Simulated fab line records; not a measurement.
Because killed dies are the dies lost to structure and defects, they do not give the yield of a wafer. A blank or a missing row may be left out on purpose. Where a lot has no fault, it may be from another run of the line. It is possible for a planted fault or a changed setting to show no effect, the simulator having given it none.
What tool caused it? | flow nand_harc | 12 lots, 35 wafers sampled, at 2 steps of a route of 1302

WHAT THE GAUGES READ, wafer by wafer
NHARC_A_BLC_INSPECT_12.
lot  | measured     | on                | raw_defect_count
L794 | day 23 08:27 | defect_inspect-02 | 63 54 72
L796 | day 23 09:26 | defect_inspect-02 | 58 63 61
L795 | day 23 15:33 | defect_inspect-01 | 105 95 100
L798 | day 24 23:25 | defect_inspect-02 | 44 72 55
L799 | day 25 10:26 | defect_inspect-02 | 150 146 159
L802 | day 25 16:52 | defect_inspect-02 | 128 136 113
L804 | day 26 15:32 | defect_inspect-01 | 95 83 71
L806 | day 28 01:32 | defect_inspect-01 | 103 104 109
L807 | day 28 21:29 | defect_inspect-02 | 61 70 71
L809 | day 29 03:49 | defect_inspect-01 | 67 73 58
L814 | day 31 13:17 | defect_inspect-02 | 26 23
L816 | day 32 11:57 | defect_inspect-01 | 129 134 147

EACH LOT AND THE TOOL THAT RAN IT (in order: tool; ch and the chambers of the sampled wafers; start)
lot  | NHARC_A_CONTACT_ALD_18
L794 | ald_metal-02 ch 0,1, day 23 06:20
L796 | ald_metal-03 ch 0,1,3, day 23 07:28
L795 | ald_metal-02 ch 1,2,3, day 23 13:26
L798 | ald_metal-04 ch 1,2, day 24 21:17
L799 | ald_metal-04 ch 0,1,2, day 25 08:17
L802 | ald_metal-02 ch 0,1, day 25 14:45
L804 | ald_metal-03 ch 2,3, day 26 13:32
L806 | ald_metal-02 ch 1,2, day 27 23:25
L807 | ald_metal-02 ch 0,1,2, day 28 19:22
L809 | ald_metal-02 ch 1,2, day 29 01:41
L814 | ald_metal-04 ch 0,1, day 31 11:10
L816 | ald_metal-04 ch 1,2, day 32 09:48
- NHARC_A_CONTACT_ALD_18: deposits TiN, target thk 3 nm, pulse time 1 s, ald cycles 150.

AS READ BY THE TOOLS THEMSELVES (means over the sampled wafers that have a number; for cases with no such wafer, the mark the record gives instead)
NHARC_A_CONTACT_ALD_18.
lot  | tool         | heater_power_w (W) | precursor_pulse_height_rel
L794 | ald_metal-02 | 961                | 0.991
L796 | ald_metal-03 | 1278               | 1.003
L795 | ald_metal-02 | 974                | 0.995
L798 | ald_metal-04 | 1042               | 1.008
L799 | ald_metal-04 | 1103               | 0.987
L802 | ald_metal-02 | 976                | 1.004
L804 | ald_metal-03 | 1264               | 0.995
L806 | ald_metal-02 | 989                | 0.990
L807 | ald_metal-02 | 1006               | 0.999
L809 | ald_metal-02 | 981                | 1.031
L814 | ald_metal-04 | 1124               | 1.012
L816 | ald_metal-04 | 1105               | 0.992

THE ANSWER, worked out from the rows above alone
Rule: the usual values come from the lots themselves. Put in order of their means at a reading, lots are off if they are a third of the lots or fewer, leave a main group of 4 or more, and stand apart from it by a gap of 3 or more times the standard deviation of the main group's means; of several such gaps the widest counts. A main group is skipped when, at the precision printed for the reading in the tables above, its means are all equal. Also off: a lot with no number at a reading for which 4 or more lots have one. Where the step has rows for the other lots, those lots are counted as sound. After the gauges, taken in route order, come the tools' own readings; for these a lot's mean is taken, as printed above. At the first step where some lot is off, the reading lying furthest off is the one used; lots without a number count as furthest.
No lot is off on any of the readings shown, so nothing can be concluded from this.

WHAT HAD BEEN PUT IN BY THE SIMULATOR
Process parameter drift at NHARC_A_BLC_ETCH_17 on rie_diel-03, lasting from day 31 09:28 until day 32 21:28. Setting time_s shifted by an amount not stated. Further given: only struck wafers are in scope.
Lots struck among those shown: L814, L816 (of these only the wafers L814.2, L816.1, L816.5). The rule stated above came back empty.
